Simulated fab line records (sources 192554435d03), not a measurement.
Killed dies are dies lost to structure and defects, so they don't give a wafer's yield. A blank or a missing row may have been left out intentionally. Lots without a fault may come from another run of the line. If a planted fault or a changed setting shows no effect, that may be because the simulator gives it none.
A lot that was struck, set against a sound lot	flow n5Finfet	26 steps out of a route of 1938
Sound: the wafers L969.1, L969.2, L969.5. Struck: wafers L959.2, L959.4, L959.6. At the end, the cause is stated.
Per side, at each step with rows, come the tool, then ch with its chambers, and then its first start. Under that, the readings that differ: sound wafers	struck wafers	difference of the means	sigmas: that difference in standard deviations of wafers without a fault.
alike: words and numbers the same on both sides, and readings whose means are apart by under 2 such deviations; not compared: readings that were withheld, readings missing a value for some wafer, numbers with overlapping values and no deviation given by the record, and bounds like >300 which may hide the same value.
A row with sigmas, a row that says differs or no value, or rows on one side alone: a step with any of these is where the two part. Numbers that don't overlap but have no deviation are shown without sigmas and don't part them. A reading that every wafer of one side lacks parts them only if that side has two wafers or more.

first, 10 steps without rows for these wafers: N5_DUMMY_GATE_SRD_26 (time 30 s); N5_DUMMY_GATE_UV_OZONE_45 (time 120 s); N5_SPACER0_ALD_07 (deposits SiNx, target thk 2 nm); N5_SPACER0_ALD_00 (deposits SiOCN, target thk 3.5 nm, pulse time 3 s, purge time 2 s); N5_SPACER0_ALD_08 (deposits SiNx, target thk 2 nm); N5_SD_EPI_N_COAT_32 (time 60 s, resist thk 350 nm); N5_SD_EPI_N_COAT_33 (time 60 s, resist thk 35 nm); N5_SD_EPI_N_COAT_03 (resist thk 150 nm); N5_SD_EPI_N_EBR_05; N5_SD_EPI_N_SOFTBAKE_04 (time 60 s).
N5_SD_EPI_N_EXPOSE_06: exposes mask SD N BLK, target cd 120 nm.
  sound on arfiScanner-03 ch 0, day 8 07:40; struck on arfiScanner-01 ch 0, day 5 21:11
reading	sound	struck	difference	sigmas
exposureDoseMJCm2	39.78 39.75 39.80	36.35 36.45 36.37	-3.39	-89
  alike: mask
then, 2 steps without rows for these wafers: N5_SD_EPI_N_PEB_07 (peb time 60 s); N5_SD_EPI_N_DEVELOP_08 (develop time 30 s).
N5_SD_EPI_N_CD_MEAS_09: the cd target is 120 nm.
  sound on cdSem-02 ch 0, day 8 07:47; struck on cdSem-01 ch 0, day 5 21:18
reading	sound	struck	difference	sigmas
cdNm (nm)	120.7 119.8 120.3	114.1 113.5 114.5	-6.2	-10
N5_SD_EPI_N_DESCUM_14: chemistry O2, time 7.9 s.
  sound on rieDiel-01 ch 1,2,3, day 8 07:52; struck on rieDiel-05 ch 0,2,3, day 5 21:23
reading	sound	struck	difference	sigmas
model.SD_EPI_N.cdNm (nm)	120.6 120.2 120.4	114 113.6 114.4	-6	
  alike: drypumpMotorCurrentA, oesProductAu, rfVppV, showerheadPlenumPTorr, throttleValvePct
  not compared: rfHoursCounterH
then, 7 steps without rows for these wafers: N5_SD_EPI_N_ETCH_34 (etches SiARC in CF4, target depth 45.5 nm, time 75.8 s); N5_SD_EPI_N_ETCH_35 (etches SOC in N2/H2, overetch 108 nm, time 486 s); N5_SD_EPI_N_STRIP_36 (strips in N2/H2); N5_SD_EPI_N_ETCHBACK_44 (etches SiNx in CH3F/O2, stops on SiO2, target depth 14.5 nm); N5_SD_EPI_N_ETCH_45 (etches SiOCN in CH3F/O2, target depth 6 nm); N5_SD_EPI_N_ETCH_16 (etches SiO2 in CHF3/O2, target depth 5 nm); N5_SD_EPI_N_STRIP_47 (strips in CHF3/O2).
N5_SD_EPI_N_SD_RECESS_17: chemistry HBr/Cl2/O2, target depth 41 nm, time 23.7 s, bt time 3 s.
  sound on rieSi-06 ch 0,3, day 8 08:34; struck on rieSi-05 ch 0,1, day 5 22:04
reading	sound	struck	difference	sigmas
drypumpMotorCurrentA (A)	5.2 5.3 5.2	6.8 6.1 6.0	+1.1	+2
model.SD_EPI_N.cdNm (nm)	121 121.2 120.2	114.2 113 113.6	-7.2	
  alike: HBr_flow_sccm, biasW, mfcCl2Sccm, oesProductAu, throttleValvePct
  not compared: rfHoursCounterH
then, 1 step without rows for these wafers: N5_SD_EPI_N_STRIP_38 (strips in N2/H2).
-- here the record skips 5 days between the struck wafers' starts before and after, leaving off in module SD_EPI_N and picking up in module BEOL_M4 (first step shown: number 1111 of the route) --
N5_BEOL_M4_RC_MEAS_101:
  sound on prober-02 ch 0, day 12 21:54; struck on prober-02 ch 0, day 10 21:05
reading	sound	struck	difference	sigmas
VT_N (mV)	254 249 251	244 244 244	-7	-2
VT_P (mV)	-257 -250 -252	-247 -246 -244	+7	+2
  alike: DIBL_N, DIBL_P, IOFF_N, IOFF_P, ION_N, ION_P, SS_N, SS_P
next, for these wafers, 1 step has no rows: N5_PASSIVATION_PROBE_49.

## WHERE THEY PART
Earliest at N5_SD_EPI_N_EXPOSE_06; latest, in this record, at N5_BEOL_M4_RC_MEAS_101.

WHY: whatever the simulator had introduced
Drift in process parameters on arfiScanner-01 at N5_SD_EPI_N_EXPOSE_06, starting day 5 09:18. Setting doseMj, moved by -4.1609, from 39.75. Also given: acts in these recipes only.
